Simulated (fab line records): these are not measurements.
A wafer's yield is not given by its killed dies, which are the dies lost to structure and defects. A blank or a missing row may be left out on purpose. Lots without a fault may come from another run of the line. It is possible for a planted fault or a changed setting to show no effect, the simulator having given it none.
What tool caused it?	flow nand_harc	7 lots, 21 wafers sampled, at 1 step of a route of 1159

WHAT EACH GAUGE READ, for each wafer
NHARC_A_CONTACT_CD_MEAS_08: target cd 100 nm.
lot	measured	on	cd_nm (nm)
L684	day 18 01:38	cd_sem-01	99.2 99.4 99.5
L687	day 19 11:22	cd_sem-03	100.1 100.4 99.9
L689	day 19 14:59	cd_sem-01	99.3 99.0 99.5
L699	day 21 15:23	cd_sem-02	99.9 99.8 99.3
L700	day 22 12:43	cd_sem-03	99.5 99.6 100.1
L702	day 22 20:10	cd_sem-01	98.9 99.2 99.6
L704	day 23 10:37	cd_sem-03	99.7 100.3 100.1

WHAT TOOL EACH LOT RAN ON (gives the tool, then ch and the chambers of the sampled wafers, and finally the start)
The record holds no process step before these readings.

THE ANSWER, worked out from the rows above alone
Rule: what is usual is taken from the lots themselves. Put in order of their means at a reading, lots are off if they are a third of the lots or fewer, leave a main group of 4 or more, and stand apart from it by a gap of 3 or more times the standard deviation of the main group's means; of several such gaps the widest counts. A main group whose means are all the same, to the digits that the tables above print for the reading, isn't used. Also off: a lot with no number at a reading for which 4 or more lots have one. Where the step has rows for the other lots, those lots are counted as sound.
Across all readings shown, no lot is off: no conclusion can be drawn from this.

WHAT THE SIMULATOR HAD PUT IN
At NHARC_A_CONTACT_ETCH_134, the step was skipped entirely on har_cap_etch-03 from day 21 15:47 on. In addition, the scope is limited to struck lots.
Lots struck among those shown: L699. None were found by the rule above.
